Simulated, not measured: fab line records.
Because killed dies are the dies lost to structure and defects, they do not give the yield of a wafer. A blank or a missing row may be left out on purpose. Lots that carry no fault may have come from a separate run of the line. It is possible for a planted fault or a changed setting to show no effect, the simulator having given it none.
Matching of chambers / flow n5Finfet / 4 sister chambers for N5_BEOL_M5_ETCH_62 on rieDiel-01
The step etches SOC in N2/H2, target depth 75 nm, overetch 15 nm, time 112.5 s. 20 wafers are shown with their chamber, then 10 later ones without.

EACH WAFER AND ITS CHAMBER
wafer=L074.3; chamber=3; showerheadPlenumPTorr (Torr)=2.63; drypumpMotorCurrentA (A)=5.7; throttleValvePct (%)=17.82
wafer=L074.4; chamber=1; showerheadPlenumPTorr (Torr)=2.65; drypumpMotorCurrentA (A)=6.3; throttleValvePct (%)=17.32
wafer=L074.5; chamber=2; showerheadPlenumPTorr (Torr)=2.44; drypumpMotorCurrentA (A)=6.4; throttleValvePct (%)=17.66
wafer=L076.1; chamber=1; showerheadPlenumPTorr (Torr)=2.64; drypumpMotorCurrentA (A)=6.3; throttleValvePct (%)=17.33
wafer=L076.4; chamber=0; showerheadPlenumPTorr (Torr)=2.69; drypumpMotorCurrentA (A)=5.5; throttleValvePct (%)=17.85
wafer=L076.6; chamber=2; showerheadPlenumPTorr (Torr)=2.43; drypumpMotorCurrentA (A)=6.3; throttleValvePct (%)=17.65
wafer=L080.3; chamber=1; showerheadPlenumPTorr (Torr)=2.64; drypumpMotorCurrentA (A)=6.3; throttleValvePct (%)=17.33
wafer=L080.4; chamber=0; showerheadPlenumPTorr (Torr)=2.69; drypumpMotorCurrentA (A)=5.5; throttleValvePct (%)=17.85
wafer=L080.5; chamber=2; showerheadPlenumPTorr (Torr)=2.43; drypumpMotorCurrentA (A)=6.4; throttleValvePct (%)=17.68
wafer=L079.3; chamber=1; showerheadPlenumPTorr (Torr)=2.64; drypumpMotorCurrentA (A)=6.3; throttleValvePct (%)=17.35
wafer=L079.4; chamber=3; showerheadPlenumPTorr (Torr)=2.63; drypumpMotorCurrentA (A)=5.8; throttleValvePct (%)=17.85
wafer=L079.6; chamber=2; showerheadPlenumPTorr (Torr)=2.43; drypumpMotorCurrentA (A)=6.4; throttleValvePct (%)=17.67
wafer=L078.1; chamber=1; showerheadPlenumPTorr (Torr)=2.64; drypumpMotorCurrentA (A)=6.3; throttleValvePct (%)=17.35
wafer=L078.2; chamber=2; showerheadPlenumPTorr (Torr)=2.43; drypumpMotorCurrentA (A)=6.3; throttleValvePct (%)=17.68
wafer=L078.5; chamber=2; showerheadPlenumPTorr (Torr)=2.43; drypumpMotorCurrentA (A)=6.3; throttleValvePct (%)=17.67
wafer=L084.1; chamber=2; showerheadPlenumPTorr (Torr)=2.43; drypumpMotorCurrentA (A)=6.4; throttleValvePct (%)=17.68
wafer=L084.3; chamber=3; showerheadPlenumPTorr (Torr)=2.62; drypumpMotorCurrentA (A)=5.8; throttleValvePct (%)=17.87
wafer=L084.4; chamber=0; showerheadPlenumPTorr (Torr)=2.68; drypumpMotorCurrentA (A)=5.5; throttleValvePct (%)=17.88
wafer=L087.1; chamber=0; showerheadPlenumPTorr (Torr)=2.68; drypumpMotorCurrentA (A)=5.5; throttleValvePct (%)=17.87
wafer=L087.4; chamber=3; showerheadPlenumPTorr (Torr)=2.62; drypumpMotorCurrentA (A)=5.7; throttleValvePct (%)=17.88

SIGNATURES (averages over the wafers above)
reading=showerheadPlenumPTorr; chamber 0=2.6850; chamber 1=2.6420; chamber 2=2.4314; chamber 3=2.6250; scatter within a chamber=0.00478
reading=drypumpMotorCurrentA; chamber 0=5.500; chamber 1=6.300; chamber 2=6.357; chamber 3=5.750; scatter within a chamber=0.0412
reading=throttleValvePct; chamber 0=17.8625; chamber 1=17.3360; chamber 2=17.6700; chamber 3=17.8550; scatter within a chamber=0.0164
Rule: a wafer lies at a distance from a chamber equal to the root of the sum of squares, over the readings, of (its reading less the chamber's mean, divided by the reading's scatter). If the next closest chamber is less than 2 further off than the closest, the wafer can't be placed; otherwise it belongs to the closest. The scatter: take each reading less its chamber's mean, square it, sum over the shown wafers, divide by the number of wafers less the number of chambers, and take the root.

WAFERS WITHOUT THEIR CHAMBER
wafer=L087.5; showerheadPlenumPTorr (Torr)=2.43; drypumpMotorCurrentA (A)=6.3; throttleValvePct (%)=17.70
wafer=L088.1; showerheadPlenumPTorr (Torr)=2.64; drypumpMotorCurrentA (A)=6.3; throttleValvePct (%)=17.36
wafer=L088.3; showerheadPlenumPTorr (Torr)=2.62; drypumpMotorCurrentA (A)=5.7; throttleValvePct (%)=17.89
wafer=L088.4; showerheadPlenumPTorr (Torr)=2.43; drypumpMotorCurrentA (A)=6.4; throttleValvePct (%)=17.69
wafer=L093.1; showerheadPlenumPTorr (Torr)=2.42; drypumpMotorCurrentA (A)=6.4; throttleValvePct (%)=17.70
wafer=L093.3; showerheadPlenumPTorr (Torr)=2.62; drypumpMotorCurrentA (A)=5.8; throttleValvePct (%)=17.89
wafer=L093.6; showerheadPlenumPTorr (Torr)=2.62; drypumpMotorCurrentA (A)=5.8; throttleValvePct (%)=17.89
wafer=L096.1; showerheadPlenumPTorr (Torr)=2.61; drypumpMotorCurrentA (A)=5.7; throttleValvePct (%)=17.90
wafer=L096.3; showerheadPlenumPTorr (Torr)=2.67; drypumpMotorCurrentA (A)=5.5; throttleValvePct (%)=17.90
wafer=L096.5; showerheadPlenumPTorr (Torr)=2.42; drypumpMotorCurrentA (A)=6.4; throttleValvePct (%)=17.72

WHICH CHAMBER EACH ONE RAN IN
wafer=L087.5; from the rows above=2; in truth=2
wafer=L088.1; from the rows above=1; in truth=1
wafer=L088.3; from the rows above=3; in truth=3
wafer=L088.4; from the rows above=2; in truth=2
wafer=L093.1; from the rows above=2; in truth=2
wafer=L093.3; from the rows above=3; in truth=3
wafer=L093.6; from the rows above=3; in truth=3
wafer=L096.1; from the rows above=3; in truth=3
wafer=L096.3; from the rows above=0; in truth=0
wafer=L096.5; from the rows above=2; in truth=2
Placed correctly: 10 of 10. From these rows, 0 cannot be placed. Placed wrongly: 0.
